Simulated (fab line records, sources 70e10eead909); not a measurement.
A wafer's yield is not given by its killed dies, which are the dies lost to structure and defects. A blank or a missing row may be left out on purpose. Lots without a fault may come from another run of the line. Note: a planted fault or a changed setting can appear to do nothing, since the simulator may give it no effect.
fab line records ; flow nand-harc ; part 1 of 2: steps 1 to 22 of 31
[record] lots = 5; wafers = 15; last-day = 24
route steps=1159 shown P_BONDPAD@370 A_START@389 A_ZERO_WELL@390
lots with no fault: from the same line, run without faults
start-h: start of the lot's first displayed wafer, in hours after the record's first day ; wait-h: how many hours have passed since the lot's step before this one ; " as in the row above ; L1.1+2: one row covering several wafers at once ; - either no value or no given start ; * or withheld: withheld ; < > ~ a bound
route shown NAME@n: a module of which the file shows steps, and the number in the route of the first ; usual: mean/standard deviation taken from wafers without a fault ; same: alike in all rows ; chamber/n: place in a boat ; sites: each site's reading ; _std_site: the values' standard deviation ; _edge_site: the outer-site mean with the inner-site mean subtracted ; radius-mm: for every site, how far away it sits from the centre of the wafer ; mask NAME#n: copy n ; behind: the tool/chamber that last shaped the wafer ; hold: cause of the lot's hold/its duration in hours/its outcome ; device: the transistor (n, p or np) that didn't switch ; end of line: at the end of the route, the tests of the same wafers ; where a step has no rows: the recipe by itself ; killed: count of dies lost to structure and defects at first sort (not the wafer's yield) ; map: shows each die of a wafer: x if killed, . if not, _ if none is there
set.NAME: setting as actually run; set.NAME@STEP: the setting as run at that earlier step ; model.NAME: the simulator's own value behind a step, which no gauge read
lots at some steps of the route; a table a step, a row a wafer
services: from which hour (start-h, from the record's first day; less than 0 if before it) a tool's chamber was out of use, for how many hours, and why
[[steps]]
[step NHARC_P_BONDPAD_CD_MEAS_13]
[usual] cd-nm = 499/3.2
lot.wafer;tool;chamber;start-h;wait-h;cd-nm
L080.1;cd-sem-03;-;165.33;-;493
L080.3;cd-sem-03;-;165.33;-;500
L080.5;cd-sem-03;-;165.33;-;498
L081.3;cd-sem-03;-;165.48;-;503
L081.5;cd-sem-03;-;165.48;-;500
L081.6;cd-sem-03;-;165.48;-;502
L091.2;cd-sem-01;-;231.11;-;499
L091.3;cd-sem-01;-;231.11;-;504
L091.5;cd-sem-01;-;231.11;-;498
L093.3;cd-sem-03;-;235.82;-;507
L093.4;cd-sem-03;-;235.82;-;500
L093.5;cd-sem-03;-;235.82;-;498
L097.1;cd-sem-02;-;261.70;-;501
L097.3;cd-sem-02;-;261.70;-;496
L097.5;cd-sem-02;-;261.70;-;496
[step NHARC_P_BONDPAD_STRIP_15]
[recipe] o2-flow-sccm = 500; ar-flow-sccm = 0; bias-w = 0; chemistry = O2
[usual] chamber-pressure-mTorr = 60.00/0.055; drypump-motor-current-A = 5.8/0.67; oes-product-au = 1.001/0.012; rf-vpp-V = 57.7/0.84; showerhead-plenum-p-Torr = 3.54/0.15; throttle-valve-pct = 17.038/0.0095
[same] bias-w = 0
lot.wafer;tool;chamber;start-h;wait-h;chamber-pressure-mTorr;drypump-motor-current-A;oes-product-au;rf-hours-counter-h;rf-vpp-V;showerhead-plenum-p-Torr;throttle-valve-pct
L080.3;rie-diel-02;0;165.41;0.1;59.99;5.0;0.995;1;57.1;3.35;17.049
L080.1;rie-diel-02;3;165.41;0.1;59.98;6.6;0.992;1;58.1;3.62;17.037
L080.5;rie-diel-02;1;165.41;0.1;60.04;5.2;0.991;-;56.9;3.67;17.028
L081.3;rie-diel-11;1;165.60;0.1;60.00;5.7;1.003;39;59.5;3.79;17.031
L081.6;rie-diel-11;2;165.60;0.1;59.97;6.1;1.018;-;56.1;3.28;17.020
L081.5;rie-diel-11;3;165.60;0.1;59.95;6.6;0.984;-;57.2;3.35;17.032
L091.3;rie-diel-02;1;231.18;0.1;60.12;5.3;1.014;7;57.7;3.66;17.050
L091.2;rie-diel-02;0;231.18;0.1;59.98;5.0;1.014;8;57.3;3.35;17.048
L091.5;rie-diel-02;1;231.18;0.1;60.07;5.3;1.010;-;58.5;3.66;17.045
L093.4;rie-diel-05;2;235.91;0.1;59.95;6.1;0.983;26;57.4;3.38;17.029
L093.3;rie-diel-05;0;235.91;0.1;60.02;4.8;1.003;26;57.6;3.50;17.026
L093.5;rie-diel-05;1;235.91;0.1;59.95;5.7;0.983;-;57.5;3.49;17.029
L097.3;rie-diel-02;0;261.78;0.1;60.04;5.0;1.007;11;56.8;3.34;17.048
L097.1;rie-diel-02;2;261.78;0.1;60.09;6.2;0.986;9;57.0;3.72;17.044
L097.5;rie-diel-02;1;261.78;0.1;60.07;5.2;1.022;-;57.0;3.66;17.048
[step NHARC_P_BONDPAD_ETCH_24]
[recipe] target-depth-a = 300; over-etch-frac = 0.3; time-s = 72.99; ion-energy-ev = 150; cf4-flow-sccm = 50; n2-flow-sccm = 100; ar-flow-sccm = 150; rf-w = 300; bias-w = 100; chemistry = CF4/N2
[usual] bias-w = 100.0/0.3; chamber-pressure-mTorr = 29.998/0.024; drypump-motor-current-A = 5.7/0.66; oes-product-au = 1.001/0.011; rf-vpp-V = 314.3/2; showerhead-plenum-p-Torr = 2.63/0.12; throttle-valve-pct = 19.793/0.009
lot.wafer;tool;chamber;start-h;wait-h;bias-w;chamber-pressure-mTorr;drypump-motor-current-A;oes-product-au;rf-hours-counter-h;rf-vpp-V;showerhead-plenum-p-Torr;throttle-valve-pct
L080.1;rie-diel-02;3;-;-;100.2;29.964;6.6;0.995;1;316.0;2.70;19.799
L080.3;rie-diel-02;0;-;-;100.7;29.994;5.0;1.015;1;312.0;2.49;19.791
L080.5;rie-diel-02;3;-;-;99.9;29.973;6.6;0.993;-;316.3;2.70;19.789
L081.3;rie-diel-11;2;-;-;100.4;30.035;6.1;1.005;49;311.3;2.44;19.784
L081.6;rie-diel-11;1;-;-;100.3;29.960;5.7;1.002;-;317.6;2.82;19.792
L081.5;rie-diel-11;2;-;-;100.3;30.000;6.1;1.009;-;311.0;2.44;19.797
L091.2;rie-diel-02;1;-;-;100.2;29.951;5.2;1.007;7;315.6;2.73;19.787
L091.3;rie-diel-02;2;-;-;100.0;29.989;6.2;1.001;7;317.6;2.77;19.792
L091.5;rie-diel-02;2;-;-;99.9;29.982;6.2;1.006;-;316.8;2.77;19.784
L093.4;rie-diel-05;2;-;-;100.2;30.000;6.1;0.979;26;311.2;2.52;19.790
L093.3;rie-diel-05;3;-;-;99.9;29.998;6.5;1.022;25;311.6;2.46;19.778
L093.5;rie-diel-05;0;-;-;99.7;29.999;4.7;0.991;-;313.4;2.60;19.769
L097.1;rie-diel-02;0;-;-;100.4;30.000;5.0;1.003;11;311.6;2.49;19.786
L097.3;rie-diel-02;3;-;-;100.0;30.003;6.6;0.987;10;315.9;2.69;19.797
L097.5;rie-diel-02;1;-;-;100.1;29.976;5.2;1.008;-;316.3;2.73;19.803
[step NHARC_P_BONDPAD_STRIP_16]
[recipe] time-s = 600; temp-c = 30; chemistry = post-etch-residue-remover
[usual] bath-heat-duty-pct = 13.0/1.1
lot.wafer;tool;chamber;start-h;wait-h;bath-heat-duty-pct
L080.5;wet-bench-08;1;165.70;-;12.9
L080.3;wet-bench-08;2;165.70;-;12.2
L080.1;wet-bench-08;5;165.70;-;12.2
L081.6;wet-bench-10;6;165.83;-;13.3
L081.5;wet-bench-10;7;165.83;-;13.2
L081.3;wet-bench-10;0;165.83;-;14.7
L091.5;wet-bench-10;7;231.47;-;13.0
L091.3;wet-bench-10;1;231.47;-;13.3
L091.2;wet-bench-10;2;231.47;-;14.1
L093.5;wet-bench-10;0;236.25;-;15.9
L093.3;wet-bench-10;2;236.25;-;14.7
L093.4;wet-bench-10;4;236.25;-;13.6
L097.1;wet-bench-08;0;262.08;-;12.5
L097.3;wet-bench-08;1;262.08;-;13.2
L097.5;wet-bench-08;2;262.08;-;13.0
[step NHARC_P_BONDPAD_DEGAS_25]
[recipe] temp-c = 300; time-s = 60
[usual] heater-power-w = 477/55
lot.wafer;tool;chamber;start-h;wait-h;heater-power-w
L080.3;pvd-sputter-02;-;165.97;-;496
L080.1;pvd-sputter-02;-;165.97;-;503
L080.5;pvd-sputter-02;-;165.97;-;403
L081.3;pvd-sputter-02;-;166.19;-;510
L081.6;pvd-sputter-02;-;166.19;-;470
L081.5;pvd-sputter-02;-;166.19;-;411
L091.3;pvd-sputter-02;-;231.75;-;465
L091.2;pvd-sputter-02;-;231.75;-;407
L091.5;pvd-sputter-02;-;231.75;-;530
L093.4;pvd-sputter-02;-;236.53;-;468
L093.3;pvd-sputter-02;-;236.53;-;531
L093.5;pvd-sputter-02;-;236.53;-;515
L097.1;pvd-sputter-02;-;262.35;-;521
L097.3;pvd-sputter-02;-;262.35;-;466
L097.5;pvd-sputter-02;-;262.35;-;411
[step NHARC_P_BONDPAD_PRE_CLEAN_26]
[recipe] time-s = 30; temp-c = 280; gas = H2/He
[usual] heater-power-w = 415/47
lot.wafer;tool;chamber;start-h;wait-h;heater-power-w
L080.1;pvd-sputter-02;-;-;-;423
L080.3;pvd-sputter-02;-;-;-;361
L080.5;pvd-sputter-02;-;-;-;412
L081.3;pvd-sputter-02;-;-;-;423
L081.6;pvd-sputter-02;-;-;-;439
L081.5;pvd-sputter-02;-;-;-;452
L091.2;pvd-sputter-02;-;-;-;461
L091.3;pvd-sputter-02;-;-;-;415
L091.5;pvd-sputter-02;-;-;-;459
L093.4;pvd-sputter-02;-;-;-;468
L093.3;pvd-sputter-02;-;-;-;461
L093.5;pvd-sputter-02;-;-;-;408
L097.3;pvd-sputter-02;-;-;-;357
L097.1;pvd-sputter-02;-;-;-;462
L097.5;pvd-sputter-02;-;-;-;349
[step NHARC_P_BONDPAD_PVD_17]
[recipe] target-thk-a = 50; bias-v = 168.6; power-w = 15000; chamber-pressure-pa = 0.12; time-s = 8.06; substrate-temp-c = 50; material = TaN
[usual] bias-v = 168.1/1.7; chamber-pressure-pa = 0.12/0.00025; throttle-valve-pct = 30.2/1.2
lot.wafer;tool;chamber;start-h;wait-h;bias-v;chamber-pressure-pa;throttle-valve-pct
L080.3;pvd-sputter-02;-;-;-;167.6;0.11964;28.8
L080.1;pvd-sputter-02;-;-;-;166.7;0.12003;29.4
L080.5;pvd-sputter-02;-;-;-;169.0;0.12001;32.3
L081.3;pvd-sputter-02;-;-;-;169.1;0.12025;32.4
L081.6;pvd-sputter-02;-;-;-;168.4;0.12026;32.2
L081.5;pvd-sputter-02;-;-;-;167.4;0.11983;31.3
L091.2;pvd-sputter-02;-;-;-;167.5;0.11975;31.4
L091.3;pvd-sputter-02;-;-;-;168.7;0.12018;28.7
L091.5;pvd-sputter-02;-;-;-;168.2;0.12049;31.9
L093.3;pvd-sputter-02;-;-;-;167.0;0.12016;30.1
L093.4;pvd-sputter-02;-;-;-;167.8;0.12007;31.4
L093.5;pvd-sputter-02;-;-;-;168.1;0.12023;28.7
L097.1;pvd-sputter-02;-;-;-;166.7;0.11982;31.5
L097.3;pvd-sputter-02;-;-;-;169.5;0.11987;28.7
L097.5;pvd-sputter-02;-;-;-;171.0;0.12022;30.5
[step NHARC_P_BONDPAD_PVD_27]
[recipe] target-thk-a = 300; chamber-pressure-pa = 5; power-w = 5000; substrate-temp-c = 30; time-s = 20.49; material = Cu
[usual] chamber-pressure-pa = 5.000/0.0096; throttle-valve-pct = 30.1/1.2
lot.wafer;tool;chamber;start-h;wait-h;chamber-pressure-pa;throttle-valve-pct
L080.1;pvd-sputter-02;-;-;-;5.011;32.5
L080.3;pvd-sputter-02;-;-;-;4.999;31.6
L080.5;pvd-sputter-02;-;-;-;5.002;32.6
L081.3;pvd-sputter-02;-;-;-;5.006;31.2
L081.5;pvd-sputter-02;-;-;-;4.995;28.8
L081.6;pvd-sputter-02;-;-;-;4.989;29.4
L091.2;pvd-sputter-02;-;-;-;4.988;30.0
L091.3;pvd-sputter-02;-;-;-;4.995;31.5
L091.5;pvd-sputter-02;-;-;-;4.999;30.1
L093.4;pvd-sputter-02;-;-;-;4.995;30.3
L093.3;pvd-sputter-02;-;-;-;5.018;31.5
L093.5;pvd-sputter-02;-;-;-;4.998;28.7
L097.1;pvd-sputter-02;-;-;-;5.001;28.7
L097.3;pvd-sputter-02;-;-;-;4.998;31.5
L097.5;pvd-sputter-02;-;-;-;4.996;28.5
[step NHARC_P_BONDPAD_ECD_18]
[recipe] target-thk-a = 4000; bath-temp-c = 25; material = Cu
[usual] bath-heat-duty-pct = 6.4/0.85
lot.wafer;tool;chamber;start-h;wait-h;bath-heat-duty-pct
L080.1;ecd-cu-02;1;166.39;-;5.0
L080.3;ecd-cu-02;1;166.39;-;4.8
L080.5;ecd-cu-02;0;166.39;-;5.9
L081.3;ecd-cu-01;0;166.91;-;5.6
L081.5;ecd-cu-01;0;166.91;-;6.3
L081.6;ecd-cu-01;1;166.91;-;6.8
L091.2;ecd-cu-02;0;232.09;-;5.2
L091.3;ecd-cu-02;0;232.09;-;6.2
L091.5;ecd-cu-02;0;232.09;-;4.7
L093.3;ecd-cu-02;0;237.11;-;5.9
L093.4;ecd-cu-02;1;237.11;-;5.0
L093.5;ecd-cu-02;0;237.11;-;6.2
L097.1;ecd-cu-01;1;262.75;-;6.6
L097.3;ecd-cu-01;0;262.75;-;7.7
L097.5;ecd-cu-01;0;262.75;-;6.5
[step NHARC_P_BONDPAD_ANNEAL_28]
[recipe] temp-c = 225; time-s = 90
[usual] wafer_temp_C_max = 226.0/0.32
lot.wafer;tool;chamber;start-h;wait-h;wafer_temp_C_max
L080.1;rtp-anneal-02;0;166.77;0.3;225.6
L080.3;rtp-anneal-02;0;166.77;0.3;225.3
L080.5;rtp-anneal-02;0;166.77;0.3;225.6
L081.3;rtp-anneal-01;0;167.29;0.3;226.2
L081.5;rtp-anneal-01;0;167.29;0.3;225.9
L081.6;rtp-anneal-01;0;167.29;0.3;225.7
L091.2;rtp-anneal-01;0;232.52;-;226.0
L091.3;rtp-anneal-01;0;232.52;-;226.4
L091.5;rtp-anneal-01;0;232.52;-;226.2
L093.3;rtp-anneal-01;0;237.50;0.3;226.5
L093.4;rtp-anneal-01;0;237.50;0.3;227.0
L093.5;rtp-anneal-01;0;237.50;0.3;226.3
L097.1;rtp-anneal-01;0;263.08;-;226.0
L097.3;rtp-anneal-01;0;263.08;-;225.9
L097.5;rtp-anneal-01;0;263.08;-;225.9
[step NHARC_P_BONDPAD_CMP_19]
[recipe] t-overpolish-s = 30; cu-recess-touch-s = 16; target-thk-nm = 160.81
[usual] edge-zone-pressure-frac = 1.000/0.005; motor-current-A = 11.1/0.96; overpolish-run-s = 30.001/0.009
lot.wafer;tool;chamber;start-h;wait-h;edge-zone-pressure-frac;motor-current-A;overpolish-run-s
L080.3;cmp-03;3;167.15;-;1.002;9.5;29.991
L080.1;cmp-03;1;167.15;-;0.996;11.4;30.009
L080.5;cmp-03;2;167.15;-;0.995;11.4;30.008
L081.3;cmp-04;2;167.62;-;1.006;11.6;29.986
L081.6;cmp-04;3;167.62;-;0.997;10.6;29.995
L081.5;cmp-04;0;167.62;-;0.996;10.4;29.997
L091.2;cmp-03;3;232.82;-;0.997;9.8;29.999
L091.3;cmp-03;1;232.82;-;0.998;11.6;29.999
L091.5;cmp-03;0;232.82;-;0.994;10.1;30.003
L093.4;cmp-02;1;237.79;-;1.006;12.2;30.001
L093.3;cmp-02;2;237.79;-;0.999;12.0;30.008
L093.5;cmp-02;3;237.79;-;1.005;13.4;30.003
L097.1;cmp-04;1;263.43;-;0.993;11.3;30.017
L097.3;cmp-04;3;263.43;-;1.003;10.5;29.998
L097.5;cmp-04;2;263.43;-;1.000;11.1;29.985
[step NHARC_P_BONDPAD_THK_MEAS_20]
[recipe] thk-meas-gauge = xrf
[usual] thk-nm = 160.5/1.5
lot.wafer;tool;chamber;start-h;wait-h;thk-nm
L080.1;film-metro-01;-;167.45;-;162.3
L080.3;film-metro-01;-;167.45;-;159.6
L080.5;film-metro-01;-;167.45;-;159.1
L081.3;film-metro-01;-;167.86;-;160.1
L081.5;film-metro-01;-;167.86;-;159.3
L081.6;film-metro-01;-;167.86;-;160.4
L091.2;film-metro-02;-;233.15;-;160.9
L091.3;film-metro-02;-;233.15;-;161.7
L091.5;film-metro-02;-;233.15;-;158.4
L093.3;film-metro-02;-;238.06;-;160.5
L093.4;film-metro-02;-;238.06;-;158.9
L093.5;film-metro-02;-;238.06;-;159.7
L097.1;film-metro-02;-;263.75;-;161.6
L097.3;film-metro-02;-;263.75;-;157.8
L097.5;film-metro-02;-;263.75;-;162.0
[step NHARC_P_BONDPAD_SRD_21]
[recipe] time-s = 30; temp-c = 23; dry-time-s = 20; spin-rpm = 1500
[usual] bath-heat-duty-pct = 3.7/0.51; spin-rpm = 1500.0/0.76
lot.wafer;tool;chamber;start-h;wait-h;bath-heat-duty-pct;spin-rpm
L080.3;wet-bench-10;1;167.49;0.0;3.9;1499.4
L080.1;wet-bench-10;2;167.49;0.0;4.6;1500.2
L080.5;wet-bench-10;5;167.49;0.0;3.8;1500.2
L081.3;wet-bench-08;1;167.90;0.0;3.9;1499.1
L081.6;wet-bench-08;2;167.90;0.0;3.5;1500.1
L081.5;wet-bench-08;5;167.90;0.0;3.7;1499.6
L091.5;wet-bench-10;3;233.19;0.0;3.8;1500.2
L091.2;wet-bench-10;5;233.19;0.0;4.0;1501.1
L091.3;wet-bench-10;6;233.19;0.0;3.1;1499.1
L093.4;wet-bench-10;4;238.10;0.0;3.9;1500.0
L093.3;wet-bench-10;6;238.10;0.0;3.4;1499.1
L093.5;wet-bench-10;7;238.10;0.0;3.1;1499.8
L097.5;wet-bench-08;4;263.79;0.0;3.1;1499.6
L097.1;wet-bench-08;5;263.79;0.0;3.2;1500.9
L097.3;wet-bench-08;6;263.79;0.0;3.6;1499.8
[step NHARC_P_BONDPAD_INSPECT_23]
[usual] raw-defect-count = 332/130
lot.wafer;tool;chamber;start-h;wait-h;raw-defect-count
L080.1;defect-inspect-02;-;167.66;0.0;150
L080.3;defect-inspect-02;-;167.66;0.0;257
L080.5;defect-inspect-02;-;167.66;0.0;266
L081.3;defect-inspect-01;-;168.06;0.0;464
L081.5;defect-inspect-01;-;168.06;0.0;311
L081.6;defect-inspect-01;-;168.06;0.0;437
L091.2;defect-inspect-02;-;233.35;0.0;207
L091.3;defect-inspect-02;-;233.35;0.0;249
L091.5;defect-inspect-02;-;233.35;0.0;222
L093.3;defect-inspect-01;-;238.29;0.0;236
L093.4;defect-inspect-01;-;238.29;0.0;388
L093.5;defect-inspect-01;-;238.29;0.0;580
L097.1;defect-inspect-02;-;263.95;0.0;285
L097.3;defect-inspect-02;-;263.95;0.0;278
L097.5;defect-inspect-02;-;263.95;0.0;392
[step NHARC_P_BONDPAD_ACTIVATE_29]
[recipe] time-s = 60; n2-flow-sccm = 200; ar-flow-sccm = 0; bias-power-w = 0; chemistry = N2
[usual] drypump-motor-current-A = 5.8/0.65; oes-product-au = 0.999/0.011; rf-vpp-V = 64.2/0.95; showerhead-plenum-p-Torr = 1.78/0.081
lot.wafer;tool;chamber;start-h;wait-h;drypump-motor-current-A;oes-product-au;rf-hours-counter-h;rf-vpp-V;showerhead-plenum-p-Torr
L080.1;rie-diel-02;3;167.72;0.1;6.7;0.995;1;63.2;1.82
L080.3;rie-diel-02;2;167.72;0.1;6.2;1.017;1;63.4;1.87
L080.5;rie-diel-02;0;167.72;0.1;5.0;1.005;-;63.9;1.67
L081.3;rie-diel-02;0;168.15;0.1;5.0;0.997;1;63.9;1.67
L081.5;rie-diel-02;2;168.15;0.1;6.2;0.999;-;64.8;1.87
L081.6;rie-diel-02;3;168.15;0.1;6.6;0.982;-;65.2;1.82
L091.2;rie-diel-02;2;233.41;0.1;6.2;1.009;7;64.2;1.87
L091.3;rie-diel-02;0;233.41;0.1;5.0;1.013;8;64.8;1.67
L091.5;rie-diel-02;2;233.41;0.1;6.2;1.011;-;64.4;1.87
L093.3;rie-diel-02;0;238.36;0.1;5.0;1.013;8;63.0;1.67
L093.4;rie-diel-02;2;238.36;0.1;6.2;1.011;8;64.3;1.87
L093.5;rie-diel-02;3;238.36;0.1;6.7;0.997;-;65.7;1.81
L097.1;rie-diel-02;0;264.04;0.1;5.0;0.997;11;64.2;1.67
L097.3;rie-diel-02;1;264.04;0.1;5.2;1.005;9;65.3;1.84
L097.5;rie-diel-02;2;264.04;0.1;6.2;0.995;-;64.5;1.87
[step NHARC_P_BONDPAD_PRECLEAN_30]
[recipe] time-s = 300; temp-c = 23; chemistry = DIW
[usual] bath-heat-duty-pct = 3.7/0.45
lot.wafer;tool;chamber;start-h;wait-h;bath-heat-duty-pct
L080.5;wet-bench-10;0;167.91;0.1;4.5
L080.3;wet-bench-10;1;167.91;0.1;4.1
L080.1;wet-bench-10;3;167.91;0.1;3.6
L081.6;wet-bench-08;0;168.28;0.1;4.0
L081.3;wet-bench-08;3;168.28;0.1;3.4
L081.5;wet-bench-08;4;168.28;0.1;3.1
L091.3;wet-bench-10;4;233.59;0.1;4.2
L091.5;wet-bench-10;5;233.59;0.1;4.1
L091.2;wet-bench-10;6;233.59;0.1;3.2
L093.4;wet-bench-08;0;238.50;0.1;3.2
L093.3;wet-bench-08;2;238.50;0.1;3.8
L093.5;wet-bench-08;4;238.50;0.1;4.5
L097.5;wet-bench-08;4;264.20;0.1;3.7
L097.3;wet-bench-08;5;264.20;0.1;3.7
L097.1;wet-bench-08;7;264.20;0.1;3.2
[step NHARC_P_BONDPAD_SRD_31]
[recipe] time-s = 30; temp-c = 23; dry-time-s = 20; spin-rpm = 1500
[usual] bath-heat-duty-pct = 3.7/0.47; spin-rpm = 1499.9/0.83
lot.wafer;tool;chamber;start-h;wait-h;bath-heat-duty-pct;spin-rpm
L080.5;wet-bench-10;0;-;-;4.3;1500.1
L080.3;wet-bench-10;1;-;-;3.4;1500.8
L080.1;wet-bench-10;3;-;-;3.6;1500.3
L081.6;wet-bench-08;0;-;-;3.7;1500.1
L081.3;wet-bench-08;3;-;-;3.6;1500.5
L081.5;wet-bench-08;4;-;-;4.1;1500.5
L091.3;wet-bench-10;4;-;-;4.4;1500.4
L091.5;wet-bench-10;5;-;-;4.5;1498.1
L091.2;wet-bench-10;6;-;-;2.7;1499.5
L093.4;wet-bench-08;0;-;-;3.6;1500.3
L093.3;wet-bench-08;2;-;-;2.5;1500.8
L093.5;wet-bench-08;4;-;-;3.8;1500.6
L097.5;wet-bench-08;4;-;-;4.0;1498.6
L097.3;wet-bench-08;5;-;-;3.8;1500.3
L097.1;wet-bench-08;7;-;-;4.3;1500.5
[step NHARC_A_START_INSPECT_01]
[usual] raw-defect-count = 3.4/1.7
lot.wafer;tool;chamber;start-h;wait-h;raw-defect-count
L080.1;defect-inspect-02;-;168.14;-;3
L080.3;defect-inspect-02;-;168.14;-;5
L080.5;defect-inspect-02;-;168.14;-;4
L081.3;defect-inspect-02;-;168.53;-;2
L081.5;defect-inspect-02;-;168.53;-;0
L081.6;defect-inspect-02;-;168.53;-;3
L091.2;defect-inspect-01;-;233.82;-;4
L091.3;defect-inspect-01;-;233.82;-;6
L091.5;defect-inspect-01;-;233.82;-;5
L093.3;defect-inspect-02;-;238.76;-;4
L093.4;defect-inspect-02;-;238.76;-;4
L093.5;defect-inspect-02;-;238.76;-;2
L097.1;defect-inspect-02;-;264.42;-;2
L097.3;defect-inspect-02;-;264.42;-;7
L097.5;defect-inspect-02;-;264.42;-;2
[step NHARC_A_ZERO_WELL_PRECLEAN_00]
[recipe] time-s = 600; temp-c = 120; chemistry = SPM
[usual] bath-guard-temp-C = 120.0/0.45; bath-heat-duty-pct = 13.1/1.2
lot.wafer;tool;chamber;start-h;wait-h;bath-guard-temp-C;bath-heat-duty-pct
L080.5;wet-bench-01;1;168.23;0.1;120.4;13.2
L080.1;wet-bench-01;3;168.23;0.1;119.9;14.7
L080.3;wet-bench-01;4;168.23;0.1;120.3;12.0
L081.3;wet-bench-05;0;168.61;0.1;119.1;15.1
L081.6;wet-bench-05;1;168.61;0.1;120.0;14.5
L081.5;wet-bench-05;4;168.61;0.1;119.8;12.4
L091.3;wet-bench-02;6;233.90;0.1;120.3;13.1
L091.2;wet-bench-02;7;233.90;0.1;120.1;10.6
L091.5;wet-bench-02;3;233.90;0.1;120.1;11.6
L093.3;wet-bench-05;3;238.85;0.1;120.2;10.9
L093.4;wet-bench-05;5;238.85;0.1;119.3;12.5
L093.5;wet-bench-05;6;238.85;0.1;119.6;11.9
L097.1;wet-bench-01;1;264.51;0.1;120.3;12.9
L097.3;wet-bench-01;3;264.51;0.1;120.0;13.6
L097.5;wet-bench-01;4;264.51;0.1;120.3;12.9
[step NHARC_A_ZERO_WELL_SRD_01]
lot.wafer;tool;chamber;start-h;wait-h
L080.5+1+3;wet-bench-01;1,3,4;-;-
L081.3+6+5;wet-bench-05;0,1,4;-;-
L091.3+2+5;wet-bench-02;6,7,3;-;-
L093.3+4+5;wet-bench-05;3,5,6;-;-
L097.1+3+5;wet-bench-01;1,3,4;-;-
[step NHARC_A_ZERO_WELL_DEHYDRATE_02]
[recipe] temp-c = 150; time-s = 120
[usual] plate-temp-C = 150.01/0.14; resist-line-temp-C = 23.02/0.1
lot.wafer;tool;chamber;start-h;wait-h;plate-temp-C;resist-line-temp-C
L080.1;litho-track-07;0;168.60;-;149.91;23.16
L080.3;litho-track-07;0;168.60;-;149.99;22.92
L080.5;litho-track-07;0;168.60;-;150.10;23.23
L081.3;litho-track-07;0;168.92;-;150.05;22.84
L081.5;litho-track-07;0;168.92;-;149.97;23.00
L081.6;litho-track-07;0;168.92;-;150.25;22.83
L091.2;litho-track-02;0;234.21;-;150.15;23.07
L091.3;litho-track-02;0;234.21;-;150.18;22.95
L091.5;litho-track-02;0;234.21;-;149.90;22.99
L093.3;litho-track-02;0;239.15;-;149.94;23.10
L093.4;litho-track-02;0;239.15;-;149.89;23.10
L093.5;litho-track-02;0;239.15;-;149.89;23.10
L097.1;litho-track-05;0;264.90;-;150.24;23.15
L097.3;litho-track-05;0;264.90;-;150.23;23.06
L097.5;litho-track-05;0;264.90;-;150.13;23.12
[step NHARC_A_ZERO_WELL_HMDS_03]
[recipe] time-s = 30
[usual] resist-line-temp-C = 23.00/0.1
lot.wafer;tool;chamber;start-h;wait-h;resist-line-temp-C
L080.1;litho-track-07;0;-;-;22.97
L080.3;litho-track-07;0;-;-;22.89
L080.5;litho-track-07;0;-;-;23.13
L081.3;litho-track-07;0;-;-;23.04
L081.5;litho-track-07;0;-;-;22.92
L081.6;litho-track-07;0;-;-;22.97
L091.2;litho-track-02;0;-;-;22.92
L091.3;litho-track-02;0;-;-;22.98
L091.5;litho-track-02;0;-;-;23.06
L093.3;litho-track-02;0;-;-;22.88
L093.4;litho-track-02;0;-;-;22.84
L093.5;litho-track-02;0;-;-;23.02
L097.1;litho-track-05;0;-;-;22.90
L097.3;litho-track-05;0;-;-;22.90
L097.5;litho-track-05;0;-;-;23.13
